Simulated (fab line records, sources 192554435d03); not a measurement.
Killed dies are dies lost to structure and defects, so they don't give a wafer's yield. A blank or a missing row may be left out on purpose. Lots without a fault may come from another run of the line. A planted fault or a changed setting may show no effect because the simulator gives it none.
One fault seen from 3 desks | flow n5_finfet | each desk has only its own numbers; what lay behind them comes last

THE METROLOGY DESK
What the gauges read, lot by lot, whatever tool the lot ran on: means of the sampled wafers that have a number. A lot is out of limits, marked OUT, if its mean lies more than 4 standard deviations from the usual mean; the brackets give that distance. Of its 13 readings 7 are shown: those that lie furthest out on some lot.
Columns: A = M0_CORE_OVL at N5_BEOL_M0_SAQP_OVL_MEAS_15, usual 0.6 nm; B = DIBL_N at N5_BEOL_M4_RC_MEAS_101, usual 35.8 mV/V; C = DIBL_P at N5_BEOL_M4_RC_MEAS_101, usual 35.8 mV/V; D = IOFF_N at N5_BEOL_M4_RC_MEAS_101, usual 0.151 nA/um; E = IOFF_P at N5_BEOL_M4_RC_MEAS_101, usual 0.204 nA/um; F = SS_N at N5_BEOL_M4_RC_MEAS_101, usual 71.4 mV/dec; G = VT_P at N5_BEOL_M4_RC_MEAS_101, usual -251 mV
lot  | first seen here | A    | B    | C    | D     | E     | F    | G
L578 | day 6 06:16     | -0.5 | 36.7 | 38.7 | 0.196 | 0.238 | 72.3 | -247
L585 | day 7 20:55     | 0.2  | 36.3 | 36.3 | 0.162 | 0.207 | 72.0 | -249
L592 | day 9 12:53     | 0.4  | 35.3 | 35.6 | 0.162 | 0.190 | 71.2 | -252
L596 | day 10 15:25    | 0.7  | 38.1 | 37.8 | 0.159 | 0.255 | 71.8 | -245
L598 | day 10 23:55    | 1.1  | 35.8 | 35.8 | 0.138 | 0.176 | 71.4 | -256
This desk's finding: nothing out of limits on any of the 5 lots.

THE DEFECT DESK
What the inspections along the route counted, lot by lot: means of the sampled wafers that have a number. A lot is out of limits, marked OUT, if its mean lies more than 4 standard deviations from the usual mean; the brackets give that distance.
Columns: A = raw_defect_count at N5_BEOL_M0_SAQP_INSPECT_16, usual 529
lot  | first seen here | A
L578 | day 6 06:19     | 454
L585 | day 7 20:58     | 694
L592 | day 9 12:56     | 741
L596 | day 10 15:28    | 614
L598 | day 10 23:58    | 538
This desk's finding: nothing out of limits on any of the 5 lots.

THE TOOL OWNER'S DESK: rie_si-01
The tool's own readings at N5_BEOL_M0_SAQP_MANDREL_ETCH_20 (etches a-Si in HBr/Cl2, stops on SiNx, target depth 60 nm, bt time 10 s, time 30 s): means of the sampled wafers that have a number, for each lot that ran on this tool. A lot is out of limits, marked OUT, if its mean lies more than 4 standard deviations from the usual mean; the brackets give that distance.
Columns: A = bias_w at N5_BEOL_M0_SAQP_MANDREL_ETCH_20, usual 75.01 W; B = drypump_motor_current_A at N5_BEOL_M0_SAQP_MANDREL_ETCH_20, usual 5.9 A; C = oes_product_au at N5_BEOL_M0_SAQP_MANDREL_ETCH_20, usual 0.770 a.u.; D = throttle_valve_pct at N5_BEOL_M0_SAQP_MANDREL_ETCH_20, usual 35.3 %
lot  | first seen here | A               | B   | C     | D
L578 | day 6 06:52     | 75.07           | 5.9 | 0.776 | 35.4
L585 | day 7 21:21     | 82.02 (+32) OUT | 6.1 | 0.781 | 35.3
L596 | day 10 15:46    | 74.97           | 5.9 | 0.772 | 35.3
This desk's finding: out of limits on L585; first on L585, day 7 21:21 (bias_w at N5_BEOL_M0_SAQP_MANDREL_ETCH_20). In limits: L578, L596.

PUT TOGETHER
The tool owner's desk could have raised an alarm at day 7 21:21, on L585.
The metrology desk saw nothing out of limits.
The defect desk saw nothing out of limits.
The metrology desk has L585 on record, within its limits.
The defect desk has L585 on record, within its limits.
Of the lots named, all ran N5_BEOL_M0_SAQP_MANDREL_ETCH_20 on rie_si-01.

WHAT THE SIMULATOR HAD PUT IN
Process parameter drift: rie_si-01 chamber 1, from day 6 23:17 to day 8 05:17, at N5_BEOL_M0_SAQP_MANDREL_ETCH_20. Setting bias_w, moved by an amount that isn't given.
Lots struck among those shown: L585.
Hours from the fault's start to each desk's first reading out of limits: the tool owner's desk, 22.
